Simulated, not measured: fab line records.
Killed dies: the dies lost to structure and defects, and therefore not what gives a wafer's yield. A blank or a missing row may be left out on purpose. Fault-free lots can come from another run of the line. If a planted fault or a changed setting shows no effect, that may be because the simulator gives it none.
Struck lot and sound lot, side by side | flow n5 finfet | 40 out of 1938 route steps
Sound: wafers L743.2, L743.4, L743.5. The struck wafers were L753.1, L753.4, L753.6. Last of all comes the cause.
Order at every step that has rows: each side's tool, ch and its chambers, its first start. Under that, the readings that differ: sound wafers | struck wafers | difference of the means | sigmas: that difference in standard deviations of wafers without a fault.
alike: a reading whose means differ by less than 2 such deviations, as well as words and numbers matching on both sides. not compared: withheld readings; readings where some wafer has no value; bounds like >300 that might hide an equal value; numbers whose values overlap and for which the record gives no deviation.
A row with sigmas, a row that says differs or no value, or rows on one side alone: a step with any of these is where the two part. Numbers that have no deviation but don't overlap get no sigmas and don't part them. A reading that every wafer of one side lacks parts them only if that side has two wafers or more.

first, 9 steps without rows for these wafers: N5_SD_EPI_N_COAT_32 (time 60 s, resist thk 350 nm); N5_SD_EPI_N_COAT_33 (time 60 s, resist thk 35 nm); N5_SD_EPI_N_COAT_03 (resist thk 150 nm); N5_SD_EPI_N_EBR_05; N5_SD_EPI_N_SOFTBAKE_04 (time 60 s); N5_SD_EPI_N_EXPOSE_06 (exposes mask SD N BLK, target cd 120 nm); N5_SD_EPI_N_PEB_07 (peb time 60 s); N5_SD_EPI_N_DEVELOP_08 (develop time 30 s); N5_SD_EPI_N_DESCUM_14 (chemistry O2, time 7.9 s).
N5_SD_EPI_N_ETCH_34: etches SiARC in CF4, target depth 45.5 nm, time 75.8 s.
  sound on rie diel-04 ch 0,1,3, day 3 02:50; struck on rie diel-04 ch 0,1,2, day 5 17:02
  alike: cf4 flow sccm, drypump motor current A, etch rf on time s, oes product au, rf vpp V, showerhead plenum p Torr, throttle valve pct
  not compared: rf hours counter h
then, 18 steps without rows for these wafers: N5_SD_EPI_N_ETCH_35 (etches SOC in N2/H2, overetch 108 nm, time 486 s); N5_SD_EPI_N_STRIP_36 (strips in N2/H2); N5_SD_EPI_N_ETCHBACK_44 (etches SiNx in CH3F/O2, stops on SiO2, target depth 14.5 nm); N5_SD_EPI_N_ETCH_45 (etches SiOCN in CH3F/O2, target depth 6 nm); N5_SD_EPI_N_ETCH_16 (etches SiO2 in CHF3/O2, target depth 5 nm); N5_SD_EPI_N_STRIP_47 (strips in CHF3/O2); N5_SD_EPI_N_SD_RECESS_17 (chemistry HBr/Cl2/O2, target depth 41 nm, time 23.7 s, bt time 3 s); N5_SD_EPI_N_STRIP_38 (strips in N2/H2); N5_SD_EPI_N_WET_ETCH_43 (etches SiO2 in dHF, time 14 s, target depth 1.5 nm); N5_SD_EPI_N_STRIP_18 (strips in SPM, time 750 s); N5_SD_EPI_N_SRD_20 (time 30 s); N5_SD_EPI_N_PRECLEAN_48 (cleans in NF3:NH3, afs cycles 2, time 20 s, sublimation time 60 s); N5_SD_EPI_N_VAPOR_ETCH_50 (etches Si in HCl, time 54 s); N5_SD_EPI_N_EPI_21 (deposits Si:P, time 690 s); N5_SD_EPI_N_PRECLEAN_24 (cleans in O3/DIW, time 60 s); N5_SD_EPI_N_SRD_25 (time 30 s); N5_SD_EPI_N_PRECLEAN_49 (cleans in NF3:NH3, afs cycles 1, time 20 s, sublimation time 60 s); N5_SD_EPI_N_LINER_46 (material SiNx, target thk 3 nm).
N5_SD_EPI_N_INSPECT_26: inspects for defects (darkfield).
  sound: defect inspect-02 at day 3 06:44; struck: defect inspect-02 at day 6 00:07
  reading          | sound       | struck         | difference | sigmas
  raw defect count | 213 234 199 | 1626 1580 1699 | +1420      | +34
then, 8 steps without rows for these wafers: N5_SD_EPI_P_COAT_34 (time 60 s, resist thk 350 nm); N5_SD_EPI_P_COAT_35 (time 60 s, resist thk 35 nm); N5_SD_EPI_P_COAT_03 (resist thk 150 nm); N5_SD_EPI_P_EBR_05; N5_SD_EPI_P_SOFTBAKE_04 (time 60 s); N5_SD_EPI_P_EXPOSE_06 (exposes mask SD P BLK, target cd 240 nm); N5_SD_EPI_P_PEB_07 (peb time 60 s); N5_SD_EPI_P_DEVELOP_08 (develop time 30 s).
N5_SD_EPI_P_INSPECT_11: inspects for defects (macro).
  sound: defect inspect-01 at day 3 07:04; struck: defect inspect-02 at day 6 00:34
  reading          | sound | struck         | difference | sigmas
  raw defect count | 0 0 0 | >300 >300 >300 | differs    |
-- a jump in the record: the struck wafers' starts before and after are 5 days apart (it breaks off in module SD_EPI_P and resumes in module BEOL_M4, where the first step shown is number 1111 of the route) --
N5_BEOL_M4_RC_MEAS_101:
  sound on prober-02 ch 0, day 7 19:53; struck on prober-01 ch 0, day 10 19:44
  reading       | sound          | struck         | difference | sigmas
  SS_N (mV/dec) | 70.9 71.2 70.8 | 73.0 71.4 72.8 | +1.4       | +2
  SS_P (mV/dec) | 72.6 72.1 72.1 | 74.3 73.0 74.1 | +1.5       | +2
  alike: DIBL_N, DIBL_P, IOFF_N, IOFF_P, ION_N, ION_P, VT_N, VT_P
-- record jumps: 5 days separate the struck wafers' starts on either side; left off in module BEOL_M4, taken up again in module PASSIVATION, whose first shown step is the route's number 1936 --
N5_PASSIVATION_PROBE_49:
  only the struck wafers here have rows in the record (prober-01, day 15 16:23); the sound ones have none

WHERE THEY PART
Earliest at N5_SD_EPI_N_INSPECT_26; latest, in this record, at N5_PASSIVATION_PROBE_49.

WHY: the cause the simulator had injected
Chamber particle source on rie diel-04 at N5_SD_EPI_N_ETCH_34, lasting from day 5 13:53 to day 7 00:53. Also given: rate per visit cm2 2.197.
